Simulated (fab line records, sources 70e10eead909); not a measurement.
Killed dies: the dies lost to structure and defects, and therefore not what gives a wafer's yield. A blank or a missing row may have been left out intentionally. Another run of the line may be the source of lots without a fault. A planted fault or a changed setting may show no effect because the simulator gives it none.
Problem report in the 8D (eight disciplines) form, filled by code | flow nand harc | the parts of the form that need people (team, actions taken, sign-off) are left out

1. THE PROBLEM
Wafers with no fault read 170.1 nm with a standard deviation of 0.61, whereas cd nm at NHARC_P_M2_CD_MEAS_09 reads a mean of 172.7 nm on 1 wafer of 1 lot. Relative to the usual mean, that is a shift of +4.3 standard deviations.
The step: target cd 170 nm.
The first sign was on wafer L427.4 at day 11 15:14, on cd sem-01. The record has a number at this step for 36 wafers belonging to 12 lots. By rule, "out" or "out of limits" means more than 4 standard deviations away from the usual mean. The rest of the wafers with a number are treated as sound.

2. WHAT THIS IS AND IS NOT
question                    | is                | is not
which readings at this step | cd nm             | -
which lots                  | L427              | L404, L405, L406, L407, L408, L413, L414, L417, L418, L423, L425
which wafers of those lots  | L427.4            | L427.2, L427.5
read on which gauges        | cd sem-01         | cd sem-02, cd sem-03
when                        | from day 11 15:14 | up to then (35 sound wafers)

3. THE SUSPECTS, EACH WITH WHAT RULES IT OUT
Counting: if a tool at a process step up to the reading ran every lot that is out, it stays a suspect. Sound lots after the first of them don't rule it out here, since some wafers of a struck lot are sound.
- the gauge at NHARC_P_M2_CD_MEAS_09: kept. All the wafers that are out were read on cd sem-01, and no step on other tools shows them out.
- pvd sputter-02 at NHARC_P_M1_PVD_21 (deposits Cu, target thk 30 nm, time 20.49 s): kept. L427, the lot that is out, went through it at day 11 15:05; up to then, the latest sound lot through it was L423 at day 11 01:31. NHARC_P_M1_PVD_21 gives no start for some lots, so the hours and the order of its lots are those of NHARC_P_M2_EXPOSE_06.
- arfi scanner-03 at NHARC_P_M2_EXPOSE_06 (exposes mask P M2, target cd 170 nm): kept. L427, the lot that is out, went through it at day 11 15:05; up to then, the latest sound lot through it was L417 at day 9 05:41.
After the count, these remain: pvd sputter-02 at NHARC_P_M1_PVD_21, arfi scanner-03 at NHARC_P_M2_EXPOSE_06 and cd sem-01 at NHARC_P_M2_CD_MEAS_09.

4. THE CAUSE (what the simulator had put in)
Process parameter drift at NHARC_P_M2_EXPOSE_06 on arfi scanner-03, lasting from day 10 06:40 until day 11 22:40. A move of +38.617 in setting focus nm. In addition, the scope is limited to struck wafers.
Counting leaves 3 suspects; this tool is one of them.

5. THE CHAIN OF EFFECTS, in route order
Rows list readings where the struck wafers' mean (over those with a number) sits beyond 3 standard deviations from the usual. Only readings whose record carries a usual standard deviation are examined. hours: median over the lots of the time between each lot's start at the first step of this table that gives one and its start at this step. sigmas: the change, counted in usual standard deviations.
hours | step                  | reading | usual    | on struck wafers | change | sigmas
0     | NHARC_P_M2_CD_MEAS_09 | cd nm   | 170.1 nm | 172.7            | +2.6   | +4.3
At these later measuring or inspecting steps, every struck wafer for which the step has a row has a number for every such reading, and none has moved that far: NHARC_P_M2_OVL_MEAS_10, NHARC_P_M2_CD_MEAS_16, NHARC_END_SORT_01.

6. WHAT WOULD HAVE CAUGHT IT SOONER
In this record the first reading out of limits at a measuring or inspecting step was taken at day 11 15:14, 33 hours after the fault began at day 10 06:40.
Each of the lots that are out, 1 in all, had begun NHARC_P_M2_EXPOSE_06 on arfi scanner-03 no later than day 11 15:14. Holding the tool at that point would not have protected any of them.
